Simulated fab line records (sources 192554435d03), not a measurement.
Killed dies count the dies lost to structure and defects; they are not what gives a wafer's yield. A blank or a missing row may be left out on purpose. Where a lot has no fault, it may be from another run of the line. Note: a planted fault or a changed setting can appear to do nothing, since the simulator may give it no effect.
What tool caused it? | flow n5-finfet | 6 lots, 13 wafers sampled, at 2 steps of a route of 1938

## WHAT EACH GAUGE READ, for each wafer
N5_BEOL_M4_RC_MEAS_101.
lot  | measured     | on        | DIBL_N (mV/V)
L639 | day 8 18:25  | prober-01 | 36.5 34.8
L642 | day 10 17:28 | prober-01 | 35.7 39.7
L646 | day 11 19:19 | prober-01 | 34.4 34.4
L657 | day 14 05:27 | prober-02 | 36.8 38.1
L659 | day 14 19:58 | prober-02 | 35.2 35.0 36.6
L661 | day 15 13:28 | prober-01 | 33.5 34.1

## EACH LOT AND THE TOOL THAT RAN IT (in order: tool; ch and the chambers of the sampled wafers; start)
lot  | N5_BEOL_M0_SAQP_HM_DEP_02
L639 | pvd-sputter-02, day 5 14:16
L642 | pvd-sputter-01, day 6 18:17
L646 | pvd-sputter-02, day 7 12:20
L657 | pvd-sputter-03, day 10 08:41
L659 | pvd-sputter-02, day 10 19:00
L661 | pvd-sputter-01, day 11 05:30
- N5_BEOL_M0_SAQP_HM_DEP_02: deposits TiN, target thk 12 nm.

## THE ANSWER, worked out from the rows above alone
Rule: what is usual is taken from the lots themselves. Put in order of their means at a reading, lots are off if they are a third of the lots or fewer, leave a main group of 4 or more, and stand apart from it by a gap of 3 or more times the standard deviation of the main group's means; of several such gaps the widest counts. A main group is skipped when, at the precision printed for the reading in the tables above, its means are all equal. A lot without any number at a reading at which 4 lots or more have one is off too. Any other lot the step has rows for is counted as sound.
None of the lots is off at any reading shown; this tells nothing.

## WHAT THE SIMULATOR HAD INSERTED
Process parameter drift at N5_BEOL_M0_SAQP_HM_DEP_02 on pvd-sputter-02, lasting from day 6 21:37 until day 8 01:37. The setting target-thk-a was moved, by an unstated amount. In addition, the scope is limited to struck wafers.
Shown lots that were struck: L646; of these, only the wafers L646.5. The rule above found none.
